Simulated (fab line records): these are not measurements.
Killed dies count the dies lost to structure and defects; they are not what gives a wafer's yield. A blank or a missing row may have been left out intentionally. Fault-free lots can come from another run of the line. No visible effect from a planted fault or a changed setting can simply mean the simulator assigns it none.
The tool behind it: which one? + flow n5_finfet + Sampling: 24 lots, 72 wafers, 4 of 1938 route steps

WHAT EACH GAUGE READ, for each wafer
N5_BEOL_M1_RS_MEAS_58: uses a four-point probe to measure.
| lot  | measured     | on            | M1_RS (ohm/sq) |
|------|--------------|---------------|----------------|
| L074 | day 7 04:26  | film_metro-01 | 0.72 0.70 0.66 |
| L075 | day 7 04:42  | film_metro-02 | 0.67 0.67 0.64 |
| L076 | day 7 08:43  | film_metro-02 | 0.69 0.61 0.66 |
| L077 | day 7 09:02  | film_metro-02 | 0.65 0.58 0.60 |
| L078 | day 7 10:17  | film_metro-01 | 0.73 0.68 0.60 |
| L079 | day 7 20:08  | film_metro-02 | 0.73 0.63 0.66 |
| L080 | day 7 23:18  | film_metro-01 | 0.67 0.70 0.65 |
| L081 | day 8 05:48  | film_metro-01 | 0.66 0.73 0.60 |
| L082 | day 8 08:25  | film_metro-02 | 0.70 0.77 0.67 |
| L084 | day 8 20:08  | film_metro-01 | 0.71 0.64 0.66 |
| L083 | day 8 21:22  | film_metro-02 | 0.63 0.71 0.69 |
| L085 | day 9 02:02  | film_metro-01 | 0.69 0.65 0.64 |
| L086 | day 9 08:18  | film_metro-01 | 0.72 0.71 0.73 |
| L087 | day 9 16:33  | film_metro-01 | 0.63 0.64 0.65 |
| L088 | day 9 18:26  | film_metro-01 | 0.66 0.68 0.73 |
| L089 | day 10 06:25 | film_metro-01 | 0.68 0.67 0.66 |
| L090 | day 10 12:36 | film_metro-02 | 0.72 0.66 0.64 |
| L091 | day 11 04:17 | film_metro-02 | 0.68 0.66 0.60 |
| L093 | day 11 08:44 | film_metro-01 | 0.67 0.72 0.71 |
| L092 | day 11 09:01 | film_metro-02 | 0.68 0.69 0.68 |
| L094 | day 11 12:13 | film_metro-01 | 0.77 0.68 0.76 |
| L095 | day 12 08:44 | film_metro-01 | 0.69 0.66 0.67 |
| L096 | day 12 09:16 | film_metro-01 | 0.67 0.71 0.67 |
| L097 | day 12 17:02 | film_metro-02 | 0.66 0.64 0.69 |

WHAT TOOL EACH LOT RAN ON (gives the tool, then ch and the chambers of the sampled wafers, and finally the start)
| lot  | N5_BEOL_M1_SPUTTER_79        | N5_BEOL_M1_ANNEAL_87         | N5_BEOL_M1_SPUTTER_88        |
|------|------------------------------|------------------------------|------------------------------|
| L074 | pvd_sputter-02, day 7 01:51  | pvd_sputter-02, day 7 02:22  | pvd_sputter-02, day 7 02:31  |
| L075 | pvd_sputter-01, day 7 01:56  | pvd_sputter-01, day 7 02:28  | pvd_sputter-01, day 7 02:36  |
| L076 | pvd_sputter-03, day 7 06:07  | pvd_sputter-03, day 7 06:38  | pvd_sputter-03, day 7 06:47  |
| L077 | pvd_sputter-01, day 7 06:26  | pvd_sputter-01, day 7 06:57  | pvd_sputter-01, day 7 07:05  |
| L078 | pvd_sputter-02, day 7 07:36  | pvd_sputter-02, day 7 08:07  | pvd_sputter-02, day 7 08:16  |
| L079 | pvd_sputter-03, day 7 17:33  | pvd_sputter-03, day 7 18:04  | pvd_sputter-03, day 7 18:13  |
| L080 | pvd_sputter-02, day 7 20:41  | pvd_sputter-02, day 7 21:12  | pvd_sputter-02, day 7 21:20  |
| L081 | pvd_sputter-01, day 8 03:12  | pvd_sputter-01, day 8 03:43  | pvd_sputter-01, day 8 03:52  |
| L082 | pvd_sputter-02, day 8 05:47  | pvd_sputter-02, day 8 06:19  | pvd_sputter-02, day 8 06:27  |
| L084 | pvd_sputter-03, day 8 17:33  | pvd_sputter-03, day 8 18:04  | pvd_sputter-03, day 8 18:13  |
| L083 | pvd_sputter-01, day 8 18:35  | pvd_sputter-01, day 8 19:08  | pvd_sputter-01, day 8 19:17  |
| L085 | pvd_sputter-01, day 8 23:26  | pvd_sputter-01, day 8 23:58  | pvd_sputter-01, day 9 00:06  |
| L086 | pvd_sputter-03, day 9 05:30  | pvd_sputter-03, day 9 06:01  | pvd_sputter-03, day 9 06:10  |
| L087 | pvd_sputter-01, day 9 13:57  | pvd_sputter-01, day 9 14:28  | pvd_sputter-01, day 9 14:37  |
| L088 | pvd_sputter-01, day 9 15:47  | pvd_sputter-01, day 9 16:19  | pvd_sputter-01, day 9 16:27  |
| L089 | pvd_sputter-01, day 10 03:49 | pvd_sputter-01, day 10 04:20 | pvd_sputter-01, day 10 04:29 |
| L090 | pvd_sputter-01, day 10 10:00 | pvd_sputter-01, day 10 10:31 | pvd_sputter-01, day 10 10:40 |
| L091 | pvd_sputter-02, day 11 01:33 | pvd_sputter-02, day 11 02:04 | pvd_sputter-02, day 11 02:13 |
| L093 | pvd_sputter-03, day 11 06:09 | pvd_sputter-03, day 11 06:40 | pvd_sputter-03, day 11 06:49 |
| L092 | pvd_sputter-02, day 11 06:22 | pvd_sputter-02, day 11 06:53 | pvd_sputter-02, day 11 07:02 |
| L094 | pvd_sputter-01, day 11 09:36 | pvd_sputter-01, day 11 10:07 | pvd_sputter-01, day 11 10:16 |
| L095 | pvd_sputter-01, day 12 06:08 | pvd_sputter-01, day 12 06:40 | pvd_sputter-01, day 12 06:48 |
| L096 | pvd_sputter-02, day 12 06:40 | pvd_sputter-02, day 12 07:11 | pvd_sputter-02, day 12 07:19 |
| L097 | pvd_sputter-02, day 12 14:26 | pvd_sputter-02, day 12 14:58 | pvd_sputter-02, day 12 15:06 |
- N5_BEOL_M1_SPUTTER_79: material Cu, target thk 4.5 nm, time 8.29 s.
- N5_BEOL_M1_ANNEAL_87: time 240 s.
- N5_BEOL_M1_SPUTTER_88: material Cu, target thk 4.5 nm, time 8.29 s.

AS READ BY THE TOOLS THEMSELVES (means over the sampled wafers that have a number; for cases with no such wafer, the mark the record gives instead)
N5_BEOL_M1_SPUTTER_79.
| lot  | tool           | substrate_temp_c (C) | throttle_valve_pct (%) |
|------|----------------|----------------------|------------------------|
| L074 | pvd_sputter-02 | -19.98               | 29.3                   |
| L075 | pvd_sputter-01 | -19.92               | 29.4                   |
| L076 | pvd_sputter-03 | -20.06               | 29.7                   |
| L077 | pvd_sputter-01 | -20.00               | 29.5                   |
| L078 | pvd_sputter-02 | -20.00               | 29.1                   |
| L079 | pvd_sputter-03 | -19.99               | 30.4                   |
| L080 | pvd_sputter-02 | -19.96               | 28.8                   |
| L081 | pvd_sputter-01 | -20.09               | 29.9                   |
| L082 | pvd_sputter-02 | -19.91               | 28.8                   |
| L084 | pvd_sputter-03 | -20.09               | 30.2                   |
| L083 | pvd_sputter-01 | -20.02               | 29.4                   |
| L085 | pvd_sputter-01 | -20.06               | 29.6                   |
| L086 | pvd_sputter-03 | -20.09               | 30.0                   |
| L087 | pvd_sputter-01 | -19.92               | 29.7                   |
| L088 | pvd_sputter-01 | -20.11               | 29.4                   |
| L089 | pvd_sputter-01 | -19.98               | 29.6                   |
| L090 | pvd_sputter-01 | -20.11               | 29.5                   |
| L091 | pvd_sputter-02 | -20.00               | 29.1                   |
| L093 | pvd_sputter-03 | -19.93               | 29.8                   |
| L092 | pvd_sputter-02 | -19.98               | 28.9                   |
| L094 | pvd_sputter-01 | -20.03               | 29.6                   |
| L095 | pvd_sputter-01 | -20.12               | 29.6                   |
| L096 | pvd_sputter-02 | -19.90               | 29.0                   |
| L097 | pvd_sputter-02 | -19.99               | 28.9                   |

N5_BEOL_M1_ANNEAL_87.
| lot  | tool           | heater_power_w (W) |
|------|----------------|--------------------|
| L074 | pvd_sputter-02 | 826                |
| L075 | pvd_sputter-01 | 836                |
| L076 | pvd_sputter-03 | 902                |
| L077 | pvd_sputter-01 | 813                |
| L078 | pvd_sputter-02 | 847                |
| L079 | pvd_sputter-03 | 930                |
| L080 | pvd_sputter-02 | 839                |
| L081 | pvd_sputter-01 | 779                |
| L082 | pvd_sputter-02 | 869                |
| L084 | pvd_sputter-03 | 915                |
| L083 | pvd_sputter-01 | 800                |
| L085 | pvd_sputter-01 | 817                |
| L086 | pvd_sputter-03 | 932                |
| L087 | pvd_sputter-01 | 723                |
| L088 | pvd_sputter-01 | 855                |
| L089 | pvd_sputter-01 | 803                |
| L090 | pvd_sputter-01 | 784                |
| L091 | pvd_sputter-02 | 877                |
| L093 | pvd_sputter-03 | 885                |
| L092 | pvd_sputter-02 | 796                |
| L094 | pvd_sputter-01 | 806                |
| L095 | pvd_sputter-01 | 800                |
| L096 | pvd_sputter-02 | 792                |
| L097 | pvd_sputter-02 | 792                |

N5_BEOL_M1_SPUTTER_88.
| lot  | tool           | substrate_temp_c (C) | throttle_valve_pct (%) |
|------|----------------|----------------------|------------------------|
| L074 | pvd_sputter-02 | -19.95               | 29.3                   |
| L075 | pvd_sputter-01 | -19.92               | 29.4                   |
| L076 | pvd_sputter-03 | -20.00               | 29.9                   |
| L077 | pvd_sputter-01 | -20.05               | 29.5                   |
| L078 | pvd_sputter-02 | -20.03               | 29.1                   |
| L079 | pvd_sputter-03 | -20.07               | 30.2                   |
| L080 | pvd_sputter-02 | -19.96               | 28.4                   |
| L081 | pvd_sputter-01 | -19.98               | 29.9                   |
| L082 | pvd_sputter-02 | -20.01               | 29.0                   |
| L084 | pvd_sputter-03 | -20.02               | 30.3                   |
| L083 | pvd_sputter-01 | -20.00               | 29.4                   |
| L085 | pvd_sputter-01 | -19.90               | 29.6                   |
| L086 | pvd_sputter-03 | -20.03               | 30.0                   |
| L087 | pvd_sputter-01 | -19.96               | 29.7                   |
| L088 | pvd_sputter-01 | -20.08               | 29.5                   |
| L089 | pvd_sputter-01 | -20.05               | 29.6                   |
| L090 | pvd_sputter-01 | -20.06               | 29.7                   |
| L091 | pvd_sputter-02 | -20.07               | 29.0                   |
| L093 | pvd_sputter-03 | -19.94               | 29.9                   |
| L092 | pvd_sputter-02 | -20.00               | 28.8                   |
| L094 | pvd_sputter-01 | -19.93               | 29.5                   |
| L095 | pvd_sputter-01 | -19.97               | 29.6                   |
| L096 | pvd_sputter-02 | -19.95               | 29.0                   |
| L097 | pvd_sputter-02 | -20.08               | 29.0                   |

THE ANSWER, worked out from the rows above alone
Rule: the usual values come from the lots themselves. Put in order of their means at a reading, lots are off if they are a third of the lots or fewer, leave a main group of 4 or more, and stand apart from it by a gap of 3 or more times the standard deviation of the main group's means; of several such gaps the widest counts. A main group is skipped when, at the precision printed for the reading in the tables above, its means are all equal. A lot without any number at a reading at which 4 lots or more have one is off too. All remaining lots with rows at the step are treated as sound. First the gauges in route order, then the tools' own readings, where a lot's mean is used as printed above. At the first step where some lot is off, the reading lying furthest off is the one used; lots without a number count as furthest.
No lot is off at any reading shown: from this, nothing can be told.

WHAT HAD BEEN PUT IN BY THE SIMULATOR
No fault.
